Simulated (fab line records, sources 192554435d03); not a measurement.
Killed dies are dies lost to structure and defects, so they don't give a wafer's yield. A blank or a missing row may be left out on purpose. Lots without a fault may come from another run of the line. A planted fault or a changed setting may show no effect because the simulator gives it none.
A struck lot beside a sound one | flow n5_finfet | 20 steps out of a route of 1938
Sound: wafers L847.4, L847.5, L847.6. Struck: wafers L867.3, L867.5. (L867.6 of the same lot was not struck and is left out.) The cause comes at the end.
At each step with rows: each side's tool, then ch and its chambers, then its first start. Under that, the readings that differ: sound wafers | struck wafers | difference of the means | sigmas: that difference in standard deviations of wafers without a fault.
alike: readings whose means differ by less than 2 such deviations, and words and numbers that are the same on both sides. not compared: withheld readings, readings that some wafer has no value for, bounds like >300 that may hide the same value, and numbers for which the record gives no deviation and whose values overlap.
The two part at a step that has a row with sigmas, a row that says differs or no value, or rows on one side only. Numbers that don't overlap but have no deviation are shown without sigmas and don't part them. A reading that every wafer of one side lacks parts them only if that side has two wafers or more.

first, 6 steps without rows for these wafers: N5_BEOL_M2_COAT_05 (resist thk 30 nm); N5_BEOL_M2_EBR_07; N5_BEOL_M2_SOFTBAKE_06 (time 60 s); N5_BEOL_M2_EXPOSE_08 (exposes mask M2); N5_BEOL_M2_PEB_09 (peb time 60 s); N5_BEOL_M2_DEVELOP_10 (develop time 30 s).
N5_BEOL_M2_CD_MEAS_11: target cd 16.79 nm.
  sound on cd_sem-02 ch 0, day 7 00:39; struck on cd_sem-02 ch 0, day 11 19:16
  alike: cd_nm
N5_BEOL_M2_OVL_MEAS_12:
  sound on overlay-02 ch 0, day 7 00:42; struck on overlay-01 ch 0, day 11 19:19
  alike: M2_OVL
N5_BEOL_M2_INSPECT_13: inspects for defects (brightfield).
  sound on defect_inspect-01, day 7 00:44; struck on defect_inspect-01, day 11 19:21
  alike: raw_defect_count
N5_BEOL_M2_DESCUM_16: chemistry O2, time 7 s.
  sound on rie_diel-02 ch 1,2, day 7 00:47; struck on rie_diel-06 ch 2, day 11 19:25
  alike: drypump_motor_current_A, oes_product_au, rf_vpp_V, showerhead_plenum_p_Torr, throttle_valve_pct
  not compared: rf_hours_counter_h
N5_BEOL_M2_ETCH_74: etches underlayer in N2/H2, target depth 6.5 nm, time 5.2 s.
  sound on rie_diel-02 ch 1,2, day 7 00:50; struck on rie_diel-06 ch 2, day 11 19:28
  alike: drypump_motor_current_A, etch_rf_on_time_s, oes_product_au, rf_fwd_power_W, rf_vpp_V, showerhead_plenum_p_Torr, throttle_valve_pct
  not compared: rf_hours_counter_h
N5_BEOL_M2_ETCH_63: etches SiARC in CF4, target depth 15.6 nm, time 26 s.
  sound on rie_diel-02 ch 1,2, day 7 00:52; struck on rie_diel-06 ch 2, day 11 19:28
  alike: drypump_motor_current_A, etch_rf_on_time_s, oes_product_au, rf_fwd_power_W, rf_vpp_V, showerhead_plenum_p_Torr, throttle_valve_pct
  not compared: rf_hours_counter_h
N5_BEOL_M2_ETCH_64: etches SOC in N2/H2, target depth 75 nm, overetch 22.5 nm, time 121.9 s.
  sound on rie_diel-02 ch 1,2, day 7 00:57; struck on rie_diel-06 ch 2, day 11 19:30
  reading                                    | sound             | struck        | difference | sigmas
  rf_fwd_power_W (W)                         | 839.8 837.6 839.7 | 1041.4 1042.5 | +202.9     | +75
  rf_vpp_V (V)                               | 523.1 521.2 523.9 | 487.7 487.4   | -35.2      | -18
  model.SiARC_of_BEOL_M2_COAT_62.thk_nm (nm) | 6 6.2 6.4         | 5.6 5.4       | -0.7       |
  model.BEOL_M2.cd_offset_nm (nm)            | 0 -0.2 0.2        | 1 0.8         | +1         |
  alike: drypump_motor_current_A, oes_product_au, showerhead_plenum_p_Torr, throttle_valve_pct
  not compared: rf_hours_counter_h
then, 2 steps without rows for these wafers: N5_BEOL_M2_STRIP_65 (strips in N2/H2); N5_BEOL_M2_STRIP_75 (strips in N2/H2).
N5_BEOL_M2_STRIP_66: strips in CF4.
  sound on rie_diel-02 ch 1,2, day 7 01:06; struck on rie_diel-06 ch 2, day 11 19:38
  alike: drypump_motor_current_A, oes_product_au, rf_vpp_V, showerhead_plenum_p_Torr, throttle_valve_pct
  not compared: rf_hours_counter_h
N5_BEOL_M2_HM_OPEN_17: chemistry Cl2/BCl3, target TiN, target depth 20 nm, overetch 6 nm.
  sound on rie_metal-02 ch 0,1, day 7 01:10; struck on rie_metal-02 ch 0,1, day 11 19:56
  reading                         | sound      | struck | difference | sigmas
  model.BEOL_M2.cd_offset_nm (nm) | 0 -0.2 0.2 | 1.2 1  | +1.1       |
  alike: drypump_motor_current_A, mfc_cl2_sccm, oes_product_au, throttle_valve_pct
  not compared: rf_hours_counter_h
N5_BEOL_M2_STRIP_19: strips in O2.
  sound on rie_diel-03 ch 0,2,3, day 7 01:22; struck on rie_diel-03 ch 2,3, day 11 20:02
  alike: drypump_motor_current_A, oes_product_au, rf_vpp_V, showerhead_plenum_p_Torr, throttle_valve_pct
  not compared: rf_hours_counter_h
N5_BEOL_M4_RC_MEAS_101:
  sound on prober-01 ch 0, day 7 23:15; struck on prober-01 ch 0, day 13 03:40
  alike: DIBL_N, DIBL_P, IOFF_N, IOFF_P, ION_N, ION_P, SS_N, SS_P, VT_N, VT_P
-- the record jumps here: 4 days lie between the struck wafers' starts before and after (it left off in module BEOL_M4 and takes up again in module PASSIVATION, whose first step shown is number 1936 of the route) --
N5_PASSIVATION_PROBE_49:
  sound on prober-01, day 12 12:10; struck on prober-02, day 17 08:01
  reading                  | sound          | struck    | difference | sigmas
  defect_limited_yield (%) | 89.1 90.0 87.6 | 92.2 93.9 | +4.2       | +3
  killed_at_front_end      | 69 43 61       | 32 27     | -28        | -3
  killed_dies              | 129 118 146    | 92 72     | -49        | -3
  killed_open              | 77 80 100      | 50 45     | -38        | -3
  sort_bin_5_function (%)  | 5.9 5.5 7.5    | 4.2 3.5   | -2.4       | -3
  sort_n_pass              | 1051 1062 1034 | 1088 1108 | +49        | +3
  alike: killed_at_M0_to_M3, killed_at_M4_up, killed_at_contacts, killed_at_other, killed_short, sort_bin_4_leakage, sort_bin_6_memory, sort_bin_8_speed

WHERE THEY PART
First at N5_BEOL_M2_ETCH_64; last, within this record, at N5_PASSIVATION_PROBE_49.

WHY: what the simulator had put in
Process parameter drift: rie_diel-06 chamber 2, from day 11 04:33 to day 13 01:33, at N5_BEOL_M2_ETCH_64. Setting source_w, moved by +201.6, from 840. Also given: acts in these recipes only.
